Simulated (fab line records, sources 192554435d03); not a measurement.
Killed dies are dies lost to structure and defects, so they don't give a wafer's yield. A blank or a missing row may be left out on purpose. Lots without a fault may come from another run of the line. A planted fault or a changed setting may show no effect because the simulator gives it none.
fab line records | flow n5_finfet
record lots=3 wafers=9 last_day=18
route steps=1938 shown BEOL_M15@1797 PASS1_DEP@1831 MIM_BOT@1832 MIM_TOP@1834 PASSIVATION@1936
lots that met no fault: from a run of the same line without faults
start_h: hours from the record's first day to the start of the lot's first wafer shown | wait_h: hours since the lot's step before | " the same as in the row above | L1.1+2: a row that stands for several wafers | - no value, or no start given | * or withheld: withheld | < > ~ a bound
route shown NAME@n: a module of which the file shows steps, and the number in the route of the first | usual: mean/standard deviation of fault-free wafers | same: alike in all rows | chamber/n: place in a boat | sites: the reading at each site | _std_site: their standard deviation | _edge_site: outer sites' mean less inner sites' | radius_mm: how far each site lies from the wafer's centre | mask NAME#n: copy n | behind: the tool/chamber that last shaped the wafer | hold: why the lot was held/for how many hours/how that ended | device: the transistor (n, p or np) that didn't switch | end of line: the same wafers' tests at the end of the route | a step without rows: its recipe alone | killed: dies lost to structure and defects at the first sort, not the wafer's yield | map: a wafer's dies, x killed, . not, _ none there
set.NAME: the setting as run; set.NAME@STEP: as run at that earlier step | model.NAME: the simulator's own value behind a step, which no gauge read
lots at some steps of the route; a table a step, a row a wafer
services: from which hour (start_h, from the record's first day; less than 0 if before it) a tool's chamber was out of use, for how many hours, and why
## steps
# step N5_BEOL_M15_COAT_22
# recipe spin_rpm=1704 resist_thk_nm=800
# step N5_BEOL_M15_EBR_24
# recipe solvent=PGMEA ebr_width_mm=1.5
# step N5_BEOL_M15_SOFTBAKE_23
# recipe temp_c=130 time_s=60
# step N5_BEOL_M15_EXPOSE_25
# recipe mask_id=M15 na=0.8 source_shape=annular sigma_inner=0.5 sigma_outer=0.8 polarization=unpolarized target_cd_nm=400 dose_mj=35.5
# step N5_BEOL_M15_PEB_26
# recipe peb_temp_c=130 peb_time_s=90
# step N5_BEOL_M15_DEVELOP_27
# recipe develop_time_s=45 rinse_liquid=diw dry=air_spin dev_temp_c=21
# step N5_BEOL_M15_HARDBAKE_32
# recipe temp_c=130 time_s=120
# step N5_BEOL_M15_DESCUM_33
# recipe chemistry=O2 time_s=7.9 source_power_w=50 bias_power_w=20 pressure_mtorr=20 rf_frequency_hz=2.712e+07 temp_c=40 o2_flow_sccm=225
# step N5_BEOL_M15_ETCH_61
# recipe chemistry=N2/H2 target=BARC target_depth_a=890 overetch_a=267 time_s=67.9 ion_energy_ev=200 pressure_mtorr=30 source_w=840 bias_w=150 n2_flow_sccm=200 h2_flow_sccm=200
# step N5_BEOL_M15_TRENCH_ETCH_34
# recipe chemistry=C4F8/O2/Ar target=SiO2 target_depth_a=8729.3 he_inner_torr=15 he_outer_torr=30 time_s=199 ion_energy_ev=800 pressure_mtorr=20 source_w=1905 bias_w=2040 Ar_flow_sccm=400 C4F8_flow_sccm=16 O2_flow_sccm=12
# usual drypump_motor_current_A=6.1/0.46 oes_f_703_au=0.79/0.1 oes_o_777_au=0.79/0.099 oes_product_au=0.79/0.1 rf_vpp_V=2226/21 showerhead_plenum_p_Torr=3.40/0.15 throttle_valve_pct=30.92/0.28
# columns lot.wafer tool chamber start_h wait_h drypump_motor_current_A oes_f_703_au oes_o_777_au oes_product_au rf_hours_counter_h rf_vpp_V showerhead_plenum_p_Torr throttle_valve_pct
L292.1 rie_diel-06 3 289.89 0.0 6.6 1.02 1.01 0.99 0 2240 3.62 30.55
L292.2 " 1 " " 6.0 0.76 0.76 0.76 147 2255 3.18 30.72
L292.5 " 3 " " 6.6 1.02 1.01 0.99 - 2239 3.62 30.55
L303.1 rie_diel-06 0 381.49 0.0 6.0 0.87 0.86 0.86 51 2222 3.35 30.51
L303.3 " 2 " " 5.6 0.68 0.66 0.68 227 2248 3.52 30.98
L303.5 " 0 " " 6.0 0.87 0.86 0.86 - 2222 3.35 30.53
L311.4 rie_diel-01 2 415.01 0.1 5.4 0.71 0.72 0.72 - 2241 3.43 30.95
L311.5 " 1 " " 5.6 0.89 0.88 0.91 - 2239 3.36 31.10
L311.6 " 3 " " 6.3 0.91 0.91 0.91 - 2188 3.37 30.63
# step N5_BEOL_M15_STRIP_36
# recipe chemistry=O2 power_w=600 temp_c=60 pressure_mtorr=30 rf_frequency_hz=6e+07 bias_power_w=0 overash_fraction=0.3 o2_flow_sccm=225
# step N5_BEOL_M15_STRIP_62
# recipe chemistry=O2 power_w=600 temp_c=60 pressure_mtorr=30 rf_frequency_hz=6e+07 bias_power_w=0 overash_fraction=0.3 o2_flow_sccm=225
# step N5_BEOL_M15_STRIP_37
# recipe chemistry=O2 power_w=600 temp_c=60 pressure_mtorr=30 rf_frequency_hz=6e+07 bias_power_w=0 overash_fraction=0.3 o2_flow_sccm=225
# step N5_BEOL_M15_ETCH_38
# recipe chemistry=CF4/N2 target=SiCN target_depth_a=1064 taper_deg=2 time_s=120.5 ion_energy_ev=150 mask_material=SiO2 pressure_mtorr=40 source_w=430 bias_w=70 Ar_flow_sccm=100 cf4_flow_sccm=60 n2_flow_sccm=60
# step N5_BEOL_M15_PRECLEAN_39
# recipe chemistry=residue_remover time_s=60 temp_c=40
# step N5_BEOL_M15_SRD_40
# recipe time_s=30 temp_c=23 rinse_liquid=diw dry=n2_spin spin_rpm=1500 dry_time_s=30
# step N5_BEOL_M15_DEGAS_41
# recipe ambient=vacuum temp_c=300 time_s=60
# step N5_BEOL_M15_PRE_CLEAN_42
# recipe gas=H2/He time_s=30 temp_c=300
# step N5_BEOL_M15_SPUTTER_43
# recipe material=TaN target_thk_a=150 temp_c=50 bias_v=168.6 power_w=15000 chamber_pressure_pa=0.12 time_s=24.19
# step N5_BEOL_M15_SPUTTER_44
# recipe material=Ta target_thk_a=150 temp_c=50 bias_v=80 power_w=15000 chamber_pressure_pa=0.07 time_s=24.19
# step N5_BEOL_M15_SPUTTER_45
# recipe material=Cu target_thk_a=1000 temp_c=-20 bias_v=60 power_w=26000 chamber_pressure_pa=0.13 time_s=16.67
# step N5_BEOL_M15_ECD_47
# recipe material=Cu target_thk_a=18600
# step N5_BEOL_M15_ANNEAL_48
# recipe temp_c=225 time_s=90 ambient=N2
# step N5_BEOL_M15_CMP_49
# recipe stop_on=SiO2 t_overpolish_s=4.9 down_force_psi=2 platen_rpm=80 clearing_platen_down_force_psi=2 clearing_platen_rpm=80 post_cmp_clean=cu_alkaline target_thk_nm=850 clearing_platen_pad_velocity_m_s=1.5917 pad_velocity_m_s=1.5917
# step N5_BEOL_M15_PRE_CLEAN_52
# recipe gas=NH3 time_s=15 temp_c=withheld rf_power_w=300
# step N5_BEOL_M15_DEP_53
# recipe material=SiCN target_thk_a=500 temp_c=withheld precursor=3MS/NH3 pressure_torr=3 rf_w=675 time_s=17.8
# step N5_PASSIVATION_PECVD_00
# recipe material=SiO2 target_thk_a=2000 temp_c=400 precursor=SiH4/N2O pressure_torr=2.7 rf_w=608 time_s=11.2
# step N5_MIM_BOT_DEGAS_01
# recipe ambient=vacuum temp_c=300 time_s=60
# step N5_MIM_BOT_SPUTTER_00
# recipe material=TiN target_thk_a=350 temp_c=200 power_w=3000 chamber_pressure_pa=0.49996 gas=Ar reactive_partial_pa=0.37997 time_s=89.7
# step N5_MIM_TOP_ALD_00
# recipe material=Al2O3 target_thk_a=* temp_c=withheld ald_precursor_family=TMA ald_co_reactant=O3 pulse_time_s=withheld purge_time_s=3 co_reactant_purge_time_s=withheld co_reactant_pulse_time_s=3 ald_cycles=withheld
# step N5_MIM_TOP_ALD_01
# recipe material=HfO2 target_thk_a=56 temp_c=withheld ald_precursor_family=Hf-amide ald_co_reactant=O3 pulse_time_s=1 purge_time_s=3 co_reactant_purge_time_s=2 co_reactant_pulse_time_s=3 ald_cycles=62
# step N5_MIM_TOP_ALD_02
# recipe material=Al2O3 target_thk_a=* temp_c=withheld ald_precursor_family=TMA ald_co_reactant=O3 pulse_time_s=withheld purge_time_s=3 co_reactant_purge_time_s=withheld co_reactant_pulse_time_s=3 ald_cycles=withheld
# step N5_MIM_TOP_DEGAS_04
# recipe ambient=vacuum temp_c=300 time_s=60
# step N5_MIM_TOP_SPUTTER_03
# recipe material=TiN target_thk_a=350 temp_c=200 power_w=3000 chamber_pressure_pa=0.49996 gas=Ar reactive_partial_pa=0.37997 time_s=89.7
# step N5_PASSIVATION_PROBE_49
# usual defect_limited_yield=91.3/1.3 killed_at_M0_to_M3=34/9.1 killed_at_M4_up=14/5.6 killed_at_contacts=13/5.9 killed_at_front_end=39/11 killed_at_other=3.6/3 killed_dies=102/16 killed_open=68/12 killed_short=33/7.3 sort_bin_5_function=5.2/0.89 sort_bin_6_memory=3.2/0.68 sort_n_pass=1078/16 sort_yield_pct=91.3/1.3
# same gross_dies=1180 killed_at_back_side=0 sort_bin_4_leakage[%]=0 sort_bin_8_speed[%]=0
# columns lot.wafer tool chamber start_h wait_h defect_limited_yield[%] killed_at_M0_to_M3 killed_at_M4_up killed_at_contacts killed_at_front_end killed_at_other killed_dies killed_open killed_short sort_bin_5_function[%] sort_bin_6_memory[%] sort_n_pass sort_yield_pct[%]
L303.1 prober-02 - 399.13 0.0 92.0 34 31 14 14 1 94 50 24 4.2 3.2 1086 92.0
L303.5 prober-02 - 399.33 0.2 89.8 24 40 22 28 6 120 57 31 5.8 4.1 1060 89.8
L311.4 prober-02 - 436.34 0.2 91.5 33 8 28 28 3 100 65 34 5.7 2.6 1080 91.5
L311.5 prober-02 - 436.39 0.2 92.6 18 8 15 41 5 87 56 30 4.3 2.9 1093 92.6
L311.6 prober-02 - 436.44 0.3 91.4 20 30 21 28 3 102 76 26 5.8 2.7 1078 91.4
# killed by level:class
L303.1 BEOL_M15:unspecified=20 MOL_CONTACT_COAG:geometric_particle:open=9 BEOL_M0_SAQP:geometric_particle:short=8 BEOL_M1:geometric_particle:open=8 BEOL_M0_SAQP:geometric_particle:open=6 BEOL_M3:geometric_particle:open=6 MOL_CONTACT_COAG:geometric_particle:short=5 BEOL_M2:geometric_particle:open=4
L303.5 BEOL_M15:unspecified=30 MOL_CONTACT_COAG:geometric_particle:open=15 FIN_SAQP:geometric_particle:open=9 FIN_SAQP:geometric_particle:short=7 MOL_CONTACT_COAG:geometric_particle:short=7 BEOL_M0_SAQP:geometric_particle:short=6 BEOL_M2:geometric_particle:open=6 BEOL_M0_SAQP:geometric_particle:open=5
L311.4 MOL_CONTACT_COAG:geometric_particle:open=21 BEOL_M1:geometric_particle:open=8 FIN_SAQP:geometric_particle:open=7 MOL_CONTACT_COAG:geometric_particle:short=7 BEOL_M0_SAQP:geometric_particle:short=7 FIN_SAQP:geometric_particle:short=5 STI_FIN_REVEAL:geometric_particle:open=5 BEOL_M0_SAQP:geometric_particle:open=5
L311.5 STI_FIN_REVEAL:geometric_particle:open=12 MOL_CONTACT_COAG:geometric_particle:open=11 FIN_SAQP:geometric_particle:short=9 STARTING-WAFER:geometric_particle:open=6 BEOL_M3:geometric_particle:open=5 FIN_SAQP:geometric_particle:open=4 MOL_CONTACT_COAG:geometric_particle:short=4 STI_FIN_REVEAL:geometric_particle:short=3
L311.6 MOL_CONTACT_COAG:geometric_particle:open=19 BEOL_M4:geometric_particle:open=18 BEOL_M0:geometric_particle:open=6 FIN_SAQP:geometric_particle:open=5 BEOL_M5:geometric_particle:open=5 FIN_SAQP:geometric_particle:short=4 GATE_CUT:geometric_particle:short=4 BEOL_M1:geometric_particle:open=4
# map L303.5 (x killed, . not)
_________________...x......x.________________
______________..x......x........_____________
___________.x...........x....x.....__________
__________x............x............_________
________.....x.............x....x....x_______
_______.............x................x.______
______.....x........x...x....x...x......_____
_____.............x............x.........____
____.........................x......x.....___
___..........x....x.....x...........xx.....__
___..................................x...xx__
__............................x....x.xxxxxxx_
__x.................................xxx...x._
_......x....x.........x...........x....x.xx..
_...x......x..x.......x.........x....xx.xxx.x
_........x........x.x..............x.xx..x..x
_...........x.........................x.x...x
_......................x...........x.........
_..................xxx.........x.............
_.x.........................................x
_.................x.............x......x.....
__....................x......xx............._
__........................................x._
___......................................x.__
___.x............x....x..........x.......x.__
____........x.....x...........x...........___
_____.....................x.........x.x..____
______...x................x......x.x...._____
_______.......x.......x......x.........______
________..............x..............._______
__________.......x..............x..._________
___________.x....x....x...x......x.__________
______________....x............x_____________
_________________............________________
# map L292.1 (x killed, . not)
_________________x...........________________
______________.................._____________
___________....x......x............__________
__________x....x.........x....x....._________
________xx..................x.......x._______
_______..............x.......x...x.....______
______......x................x.........._____
_____....................................____
____x........x............................___
___....x...x......xx..............x..x.....__
___....x................xx.x...x.......x...__
__..x..........x.....x......................_
__xxx.....x.xx.....................x........_
_x.x..x........................x..x..........
_.......x.................x......x.......x..x
_x..........x...............x............x.x.
_........x..x.......x.....x.xx......xx.x.....
_.x..............x.............x......x......
_.....x....x...............x.x...............
_.x.........x........xx...x............x.....
_...............x.........................x..
__..................................x......._
__.................xx...................x..._
___.............x..........................__
___............x.................x.x..x....__
____........x.......x...................x.___
_____.......................x............____
______...........x..............x......._____
_______............x.......x..x........______
________..x.............x..x...x...x.._______
__________........x....x.x....x....._________
___________................x.......__________
______________.................._____________
_________________............________________
## services
# columns tool chamber start_h hours kind
rie_diel-06 3 274.05 - clean
rie_diel-06 3 274.05 - consumable_replace:focus_ring
rie_diel-06 3 274.05 - consumable_replace:showerhead
rie_diel-06 3 274.05 15.7 scheduled_down
rie_diel-06 3 274.05 15.7 vent_cycle
rie_diel-01 3 276.59 - clean
rie_diel-01 3 276.59 - consumable_replace:focus_ring
rie_diel-01 3 276.59 16.8 scheduled_down
rie_diel-01 3 276.59 16.8 vent_cycle
rie_diel-01 1 305.06 - clean
rie_diel-01 1 305.06 - consumable_replace:focus_ring
rie_diel-01 1 305.06 19.5 scheduled_down
rie_diel-01 1 305.06 19.5 vent_cycle
rie_diel-01 1 329.54 2.5 repair
rie_diel-01 - 345.20 2.8 pm
rie_diel-01 0 351.30 - clean
rie_diel-01 0 351.30 - consumable_replace:focus_ring
rie_diel-01 0 351.30 10.8 scheduled_down
rie_diel-01 0 351.30 10.8 vent_cycle
rie_diel-01 0 408.56 21.0 repair
## key
first_sign step=N5_PASSIVATION_PROBE_49 reading=killed_at_M4_up direction=up sigmas=3.8 usual=14 struck=36
effect none on later readings
met_at N5_BEOL_M15_TRENCH_ETCH_34
struck_wafers L303.1,L303.5
fault kind=chamber_particle_source tool=rie_diel-06 chamber=0 onset_h=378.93 steps=N5_BEOL_M15_TRENCH_ETCH_34 rate_per_visit_cm2=0.051969 end_h=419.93
